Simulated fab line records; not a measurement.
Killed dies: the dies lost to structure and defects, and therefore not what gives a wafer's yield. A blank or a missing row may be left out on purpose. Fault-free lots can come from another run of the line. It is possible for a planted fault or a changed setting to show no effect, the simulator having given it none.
Split-lot trial / flow n5Finfet / 7 lots, 39 wafers read, on a route of 1938 steps

ABOUT THE SPLIT
At N5_SD_EPI_P_EPI_21 (deposits SiGe:B, time 355 s), the setting timeS was moved away from the recipe's 355 s on 12 of the 39 wafers read, by -20.3% to +19.6%. For the rest of the wafers, this setting stayed at what the recipe calls for.

FROM THE SPLIT TO THE READING: what the file shows between them, 5 steps
- N5_SD_EPI_P_EPI_MEAS_23
- N5_SD_EPI_P_HM_STRIP_48: strips SiNx in H3PO4, material SiNx, target depth 3 nm
- N5_SD_EPI_P_SRD_49: time 30 s
- N5_SD_ACTIVATION_RTA_00: time 0 s
- N5_SD_ACTIVATION_LSA_01: time 0.0008 s

THE READING
Measured at N5_SD_ACTIVATION_RS_MEAS_03 by four-point probe: RS_SD_P, in ohm/sq. Fault-free wafers of this fab line usually give 56.1 ohm/sq, standard deviation 0.85 ohm/sq.

wafer=L076.1; tool, chamber at the split=epiRpcvd-01, 0; timeS as run, s=355; against the recipe=recipe; RS_SD_P, ohm/sq=55.1; against lot-mates on the recipe=-
wafer=L076.2; tool, chamber at the split=epiRpcvd-01, 0; timeS as run, s=424.6; against the recipe=+19.6%; RS_SD_P, ohm/sq=49.3; against lot-mates on the recipe=-6.4
wafer=L076.3; tool, chamber at the split=epiRpcvd-01, 0; timeS as run, s=355; against the recipe=recipe; RS_SD_P, ohm/sq=55.4; against lot-mates on the recipe=-
wafer=L076.4; tool, chamber at the split=epiRpcvd-01, 0; timeS as run, s=424.6; against the recipe=+19.6%; RS_SD_P, ohm/sq=49.2; against lot-mates on the recipe=-6.5
wafer=L076.5; tool, chamber at the split=epiRpcvd-01, 0; timeS as run, s=355; against the recipe=recipe; RS_SD_P, ohm/sq=56.5; against lot-mates on the recipe=-
wafer=L076.6; tool, chamber at the split=epiRpcvd-01, 0; timeS as run, s=424.6; against the recipe=+19.6%; RS_SD_P, ohm/sq=49.3; against lot-mates on the recipe=-6.4
wafer=L079.1; tool, chamber at the split=epiRpcvd-01, 0; timeS as run, s=355; against the recipe=recipe; RS_SD_P, ohm/sq=56.9; against lot-mates on the recipe=-
wafer=L079.2; tool, chamber at the split=epiRpcvd-01, 0; timeS as run, s=355; against the recipe=recipe; RS_SD_P, ohm/sq=58.1; against lot-mates on the recipe=-
wafer=L079.3; tool, chamber at the split=epiRpcvd-01, 0; timeS as run, s=355; against the recipe=recipe; RS_SD_P, ohm/sq=57.8; against lot-mates on the recipe=-
wafer=L079.4; tool, chamber at the split=epiRpcvd-01, 0; timeS as run, s=355; against the recipe=recipe; RS_SD_P, ohm/sq=56.6; against lot-mates on the recipe=-
wafer=L079.5; tool, chamber at the split=epiRpcvd-01, 0; timeS as run, s=355; against the recipe=recipe; RS_SD_P, ohm/sq=57.4; against lot-mates on the recipe=-
wafer=L079.6; tool, chamber at the split=epiRpcvd-01, 0; timeS as run, s=355; against the recipe=recipe; RS_SD_P, ohm/sq=57.2; against lot-mates on the recipe=-
wafer=L084.1; tool, chamber at the split=epiRpcvd-04, 0; timeS as run, s=418.2; against the recipe=+17.8%; RS_SD_P, ohm/sq=50.0; against lot-mates on the recipe=-6.0
wafer=L084.2; tool, chamber at the split=epiRpcvd-04, 0; timeS as run, s=355; against the recipe=recipe; RS_SD_P, ohm/sq=56.5; against lot-mates on the recipe=-
wafer=L084.3; tool, chamber at the split=epiRpcvd-04, 0; timeS as run, s=355; against the recipe=recipe; RS_SD_P, ohm/sq=55.4; against lot-mates on the recipe=-
wafer=L084.4; tool, chamber at the split=epiRpcvd-04, 0; timeS as run, s=355; against the recipe=recipe; RS_SD_P, ohm/sq=56.2; against lot-mates on the recipe=-
wafer=L084.5; tool, chamber at the split=epiRpcvd-04, 0; timeS as run, s=418.2; against the recipe=+17.8%; RS_SD_P, ohm/sq=49.8; against lot-mates on the recipe=-6.2
wafer=L084.6; tool, chamber at the split=epiRpcvd-04, 0; timeS as run, s=418.2; against the recipe=+17.8%; RS_SD_P, ohm/sq=50.2; against lot-mates on the recipe=-5.8
wafer=L086.1; tool, chamber at the split=epiRpcvd-04, 0; timeS as run, s=355; against the recipe=recipe; RS_SD_P, ohm/sq=56.5; against lot-mates on the recipe=-
wafer=L086.2; tool, chamber at the split=epiRpcvd-04, 0; timeS as run, s=355; against the recipe=recipe; RS_SD_P, ohm/sq=57.1; against lot-mates on the recipe=-
wafer=L086.3; tool, chamber at the split=epiRpcvd-04, 0; timeS as run, s=355; against the recipe=recipe; RS_SD_P, ohm/sq=54.9; against lot-mates on the recipe=-
wafer=L086.4; tool, chamber at the split=epiRpcvd-04, 0; timeS as run, s=355; against the recipe=recipe; RS_SD_P, ohm/sq=56.4; against lot-mates on the recipe=-
wafer=L086.5; tool, chamber at the split=epiRpcvd-04, 0; timeS as run, s=355; against the recipe=recipe; RS_SD_P, ohm/sq=56.6; against lot-mates on the recipe=-
wafer=L086.6; tool, chamber at the split=epiRpcvd-04, 0; timeS as run, s=355; against the recipe=recipe; RS_SD_P, ohm/sq=55.8; against lot-mates on the recipe=-
wafer=L090.1; tool, chamber at the split=epiRpcvd-02, 0; timeS as run, s=355; against the recipe=recipe; RS_SD_P, ohm/sq=57.4; against lot-mates on the recipe=-
wafer=L090.2; tool, chamber at the split=epiRpcvd-02, 0; timeS as run, s=355; against the recipe=recipe; RS_SD_P, ohm/sq=56.2; against lot-mates on the recipe=-
wafer=L090.5; tool, chamber at the split=epiRpcvd-02, 0; timeS as run, s=355; against the recipe=recipe; RS_SD_P, ohm/sq=57.3; against lot-mates on the recipe=-
wafer=L092.1; tool, chamber at the split=epiRpcvd-04, 0; timeS as run, s=383.3; against the recipe=+8.0%; RS_SD_P, ohm/sq=52.4; against lot-mates on the recipe=-2.4
wafer=L092.2; tool, chamber at the split=epiRpcvd-04, 0; timeS as run, s=355; against the recipe=recipe; RS_SD_P, ohm/sq=54.6; against lot-mates on the recipe=-
wafer=L092.3; tool, chamber at the split=epiRpcvd-04, 0; timeS as run, s=355; against the recipe=recipe; RS_SD_P, ohm/sq=55.4; against lot-mates on the recipe=-
wafer=L092.4; tool, chamber at the split=epiRpcvd-04, 0; timeS as run, s=383.3; against the recipe=+8.0%; RS_SD_P, ohm/sq=51.8; against lot-mates on the recipe=-3.0
wafer=L092.5; tool, chamber at the split=epiRpcvd-04, 0; timeS as run, s=355; against the recipe=recipe; RS_SD_P, ohm/sq=54.5; against lot-mates on the recipe=-
wafer=L092.6; tool, chamber at the split=epiRpcvd-04, 0; timeS as run, s=383.3; against the recipe=+8.0%; RS_SD_P, ohm/sq=52.3; against lot-mates on the recipe=-2.5
wafer=L096.1; tool, chamber at the split=epiRpcvd-02, 0; timeS as run, s=282.9; against the recipe=-20.3%; RS_SD_P, ohm/sq=63.5; against lot-mates on the recipe=+8.2
wafer=L096.2; tool, chamber at the split=epiRpcvd-02, 0; timeS as run, s=355; against the recipe=recipe; RS_SD_P, ohm/sq=55.2; against lot-mates on the recipe=-
wafer=L096.3; tool, chamber at the split=epiRpcvd-02, 0; timeS as run, s=282.9; against the recipe=-20.3%; RS_SD_P, ohm/sq=63.8; against lot-mates on the recipe=+8.5
wafer=L096.4; tool, chamber at the split=epiRpcvd-02, 0; timeS as run, s=355; against the recipe=recipe; RS_SD_P, ohm/sq=55.2; against lot-mates on the recipe=-
wafer=L096.5; tool, chamber at the split=epiRpcvd-02, 0; timeS as run, s=282.9; against the recipe=-20.3%; RS_SD_P, ohm/sq=63.5; against lot-mates on the recipe=+8.2
wafer=L096.6; tool, chamber at the split=epiRpcvd-02, 0; timeS as run, s=355; against the recipe=recipe; RS_SD_P, ohm/sq=55.6; against lot-mates on the recipe=-

FIT RESULTS
A straight line over all 39 wafers: RS_SD_P changes by -0.363 ohm/sq for each +1% of timeS; r = -0.97; the points scatter about the line by 0.91 ohm/sq.
The same after taking each lot's own level away (the mean of its wafers on the recipe; 39 wafers): -0.362 ohm/sq for each +1%; r = -0.99; scatter 0.56 ohm/sq.
That fit puts the effect of the largest move of timeS on the reading at 7.4 ohm/sq.
Across the lots, their own levels run from 54.83 to 57.33 ohm/sq, a range of 2.9 times the standard deviation given above.
So the lot-to-lot level changes the slope little: the two slopes agree.
Check: +7.4 ohm/sq against its lot-mates is what the line predicts for one of the wafers moved furthest among these (-20.3%) when that wafer is left out of the fit. Against them it came out at +8.17 ohm/sq.

OTHER SPLITS APPLIED TO THESE WAFERS
Other splits were also applied to these wafers ahead of the reading. Each is held against what the fit with the lots' levels taken away leaves over:
other split on the same wafers=N5_DUMMY_GATE_EXPOSE_12 doseMj; wafers away from the commonest value=12; r with RS_SD_P (lot level and that fit taken away)=-0.31

THE WHOLE CHAIN: every reading that the file lists as answering this split, in the file's order
step=N5_SD_EPI_P_EPI_21; what it does=deposits SiGe:B, time 355 s; reading=SiGe-B_of_SD_EPI_P_EPI_21.thkNm (the simulator's own value, which no gauge read); change (the file's fit)=+0.406 nm for each +1% of the setting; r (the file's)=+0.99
step=N5_SD_EPI_P_EPI_MEAS_23; what it does=; reading=thkNm; change (the file's fit)=withheld for each +1% of the setting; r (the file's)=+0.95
step=N5_SD_ACTIVATION_RS_MEAS_03; what it does=measures by four-point-probe; reading=RS_SD_P; change (the file's fit)=-0.359 for each +1% of the setting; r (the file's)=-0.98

THE FILE'S OWN FIT
RS_SD_P changes by -0.359 ohm/sq for each +1% of timeS, r = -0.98.
